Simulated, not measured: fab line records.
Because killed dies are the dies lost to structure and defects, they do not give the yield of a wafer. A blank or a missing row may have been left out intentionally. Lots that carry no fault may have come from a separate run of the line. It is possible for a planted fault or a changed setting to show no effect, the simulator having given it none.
Chamber matching / flow nand harc / 4 sister chambers for NHARC_P_BONDPAD_CMP_19 on cmp-02
The step polishes, t overpolish 30 s, cu recess touch 16 s, target thk 160.81 nm. 22 wafers are shown with their chamber, then 11 later ones without.

## WAFERS PAIRED WITH THEIR CHAMBERS
wafer=L077.3; chamber=0; motor current A (A)=10.9; overpolish run s (s)=29.987
wafer=L077.4; chamber=3; motor current A (A)=11.7; overpolish run s (s)=30.011
wafer=L077.5; chamber=3; motor current A (A)=11.2; overpolish run s (s)=30.005
wafer=L078.1; chamber=2; motor current A (A)=11.4; overpolish run s (s)=29.988
wafer=L078.3; chamber=1; motor current A (A)=11.1; overpolish run s (s)=29.994
wafer=L078.4; chamber=0; motor current A (A)=11.6; overpolish run s (s)=30.003
wafer=L078.2; chamber=3; motor current A (A)=11.7; overpolish run s (s)=30.001
wafer=L078.5; chamber=1; motor current A (A)=10.9; overpolish run s (s)=30.006
wafer=L078.6; chamber=0; motor current A (A)=11.1; overpolish run s (s)=30.000
wafer=L079.1; chamber=3; motor current A (A)=11.6; overpolish run s (s)=30.008
wafer=L079.2; chamber=0; motor current A (A)=11.3; overpolish run s (s)=29.996
wafer=L079.3; chamber=2; motor current A (A)=11.0; overpolish run s (s)=29.998
wafer=L080.2; chamber=1; motor current A (A)=11.2; overpolish run s (s)=30.000
wafer=L080.3; chamber=2; motor current A (A)=11.7; overpolish run s (s)=30.002
wafer=L080.5; chamber=3; motor current A (A)=11.6; overpolish run s (s)=29.995
wafer=L082.2; chamber=3; motor current A (A)=11.4; overpolish run s (s)=29.993
wafer=L082.4; chamber=0; motor current A (A)=11.0; overpolish run s (s)=29.999
wafer=L082.5; chamber=0; motor current A (A)=11.3; overpolish run s (s)=30.002
wafer=L087.3; chamber=0; motor current A (A)=11.3; overpolish run s (s)=29.989
wafer=L087.5; chamber=2; motor current A (A)=11.2; overpolish run s (s)=30.002
wafer=L087.6; chamber=1; motor current A (A)=11.2; overpolish run s (s)=30.020
wafer=L092.1; chamber=1; motor current A (A)=11.1; overpolish run s (s)=29.998

SIGNATURES (means of the wafers above)
reading=motor current A; chamber 0=11.214; chamber 1=11.100; chamber 2=11.325; chamber 3=11.533; scatter within a chamber=0.217
reading=overpolish run s; chamber 0=29.99657; chamber 1=30.00360; chamber 2=29.99750; chamber 3=30.00217; scatter within a chamber=0.00759
Rule: distance of a wafer from a chamber = root of the sum over the readings of ((wafer's reading minus chamber's mean) / reading's scatter) squared. The wafer belongs to the nearest chamber; if the next one is less than 2 further off, it can't be placed. The scatter: the root of (the sum of the squares of (reading less its chamber's mean) over the shown wafers, divided by (wafers less chambers)).

## WAFERS MISSING THEIR CHAMBER
wafer=L092.2; motor current A (A)=11.6; overpolish run s (s)=30.001
wafer=L092.5; motor current A (A)=11.9; overpolish run s (s)=30.007
wafer=L096.2; motor current A (A)=11.5; overpolish run s (s)=30.010
wafer=L096.3; motor current A (A)=11.6; overpolish run s (s)=29.983
wafer=L096.4; motor current A (A)=10.7; overpolish run s (s)=29.995
wafer=L096.1; motor current A (A)=11.7; overpolish run s (s)=30.014
wafer=L096.5; motor current A (A)=11.7; overpolish run s (s)=30.001
wafer=L096.6; motor current A (A)=11.0; overpolish run s (s)=30.009
wafer=L097.2; motor current A (A)=11.3; overpolish run s (s)=30.006
wafer=L097.3; motor current A (A)=11.3; overpolish run s (s)=30.005
wafer=L097.6; motor current A (A)=11.8; overpolish run s (s)=29.996

## CHAMBER TAKEN BY EACH
wafer=L092.2; from the rows above=can't be placed: 3 or 2 or 0 or 1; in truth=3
wafer=L092.5; from the rows above=can't be placed: 3 or 2 or 0 or 1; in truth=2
wafer=L096.2; from the rows above=can't be placed: 3 or 2 or 1 or 0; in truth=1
wafer=L096.3; from the rows above=can't be placed: 2 or 0 or 3 or 1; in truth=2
wafer=L096.4; from the rows above=can't be placed: 1 or 0 or 2 or 3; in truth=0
wafer=L096.1; from the rows above=can't be placed: 3 or 2 or 1 or 0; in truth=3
wafer=L096.5; from the rows above=can't be placed: 3 or 2 or 0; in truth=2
wafer=L096.6; from the rows above=can't be placed: 1 or 0 or 2 or 3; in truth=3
wafer=L097.2; from the rows above=can't be placed: 1 or 2 or 3 or 0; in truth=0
wafer=L097.3; from the rows above=can't be placed: 1 or 2 or 3 or 0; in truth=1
wafer=L097.6; from the rows above=can't be placed: 3 or 2 or 0 or 1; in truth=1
Correct placement for 0 of the 11. Unplaceable from these rows: 11, with the true chamber sitting among the candidates in 11. Wrongly placed: 0.
